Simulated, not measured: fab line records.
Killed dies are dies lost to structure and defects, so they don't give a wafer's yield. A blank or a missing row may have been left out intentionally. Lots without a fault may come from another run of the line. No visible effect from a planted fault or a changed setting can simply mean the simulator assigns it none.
Matching of chambers :: flow n5_finfet :: 4 sister chambers for N5_MOL_CONTACT_COAG_ETCH_106 on rie_diel-05
The step etches SOC in N2/H2, target depth 80 nm, overetch 16 nm, time 120 s. 14 wafers are shown with their chamber, then 6 later ones without.

## WAFERS PAIRED WITH THEIR CHAMBERS
wafer: L304.2
chamber: 3
drypump_motor_current_A (A): 6.5
throttle_valve_pct (%): 18.18
rf_vpp_V (V): 526.5

wafer: L304.3
chamber: 1
drypump_motor_current_A (A): 5.2
throttle_valve_pct (%): 17.97
rf_vpp_V (V): 528.0

wafer: L304.6
chamber: 1
drypump_motor_current_A (A): 5.1
throttle_valve_pct (%): 17.98
rf_vpp_V (V): 527.3

wafer: L305.1
chamber: 2
drypump_motor_current_A (A): 5.5
throttle_valve_pct (%): 17.74
rf_vpp_V (V): 522.2

wafer: L305.3
chamber: 0
drypump_motor_current_A (A): 5.7
throttle_valve_pct (%): 17.67
rf_vpp_V (V): 527.2

wafer: L305.5
chamber: 1
drypump_motor_current_A (A): 5.2
throttle_valve_pct (%): 17.96
rf_vpp_V (V): 526.4

wafer: L306.2
chamber: 1
drypump_motor_current_A (A): 5.1
throttle_valve_pct (%): 17.98
rf_vpp_V (V): 526.7

wafer: L306.3
chamber: 3
drypump_motor_current_A (A): 6.5
throttle_valve_pct (%): 18.16
rf_vpp_V (V): 527.6

wafer: L306.5
chamber: 0
drypump_motor_current_A (A): 5.8
throttle_valve_pct (%): 17.70
rf_vpp_V (V): 527.1

wafer: L307.3
chamber: 2
drypump_motor_current_A (A): 5.5
throttle_valve_pct (%): 17.76
rf_vpp_V (V): 523.3

wafer: L307.5
chamber: 1
drypump_motor_current_A (A): 5.1
throttle_valve_pct (%): 17.98
rf_vpp_V (V): 526.3

wafer: L307.6
chamber: 2
drypump_motor_current_A (A): 5.5
throttle_valve_pct (%): 17.77
rf_vpp_V (V): 520.7

wafer: L311.1
chamber: 3
drypump_motor_current_A (A): 6.5
throttle_valve_pct (%): 18.22
rf_vpp_V (V): 526.4

wafer: L311.3
chamber: 2
drypump_motor_current_A (A): 5.5
throttle_valve_pct (%): 17.37
rf_vpp_V (V): 523.4

SIGNATURES, as means of the wafers listed above
reading: drypump_motor_current_A
chamber 0: 5.750
chamber 1: 5.140
chamber 2: 5.500
chamber 3: 6.500
scatter within a chamber: 0.0412

reading: throttle_valve_pct
chamber 0: 17.6850
chamber 1: 17.9740
chamber 2: 17.6600
chamber 3: 18.1867
scatter within a chamber: 0.107

reading: rf_vpp_V
chamber 0: 527.150
chamber 1: 526.940
chamber 2: 522.400
chamber 3: 526.833
scatter within a chamber: 0.874
Rule: for each reading, subtract the chamber's mean from the wafer's reading, divide by that reading's scatter and square the result; add these up over the readings and take the root, which gives the wafer's distance from the chamber. The wafer belongs to the nearest chamber; if the next one is less than 2 further off, it can't be placed. The scatter: the root of (the sum of the squares of (reading less its chamber's mean) over the shown wafers, divided by (wafers less chambers)).

## WAFERS WHOSE CHAMBER IS MISSING
wafer: L311.6
drypump_motor_current_A (A): 6.5
throttle_valve_pct (%): 18.22
rf_vpp_V (V): 525.4

wafer: L313.3
drypump_motor_current_A (A): 6.5
throttle_valve_pct (%): 18.22
rf_vpp_V (V): 525.4

wafer: L313.4
drypump_motor_current_A (A): 5.5
throttle_valve_pct (%): 17.36
rf_vpp_V (V): 523.3

wafer: L313.5
drypump_motor_current_A (A): 5.5
throttle_valve_pct (%): 17.38
rf_vpp_V (V): 522.9

wafer: L325.2
drypump_motor_current_A (A): 6.5
throttle_valve_pct (%): 18.26
rf_vpp_V (V): 526.8

wafer: L325.4
drypump_motor_current_A (A): 5.5
throttle_valve_pct (%): 17.42
rf_vpp_V (V): 521.8

## THE CHAMBER EACH PASSED THROUGH
wafer: L311.6
from the rows above: 3
in truth: 3

wafer: L313.3
from the rows above: 3
in truth: 3

wafer: L313.4
from the rows above: 2
in truth: 2

wafer: L313.5
from the rows above: 2
in truth: 2

wafer: L325.2
from the rows above: 3
in truth: 3

wafer: L325.4
from the rows above: 2
in truth: 2
Correct placement for 6 of the 6. Can't be placed from these rows: 0. Wrongly placed: 0.
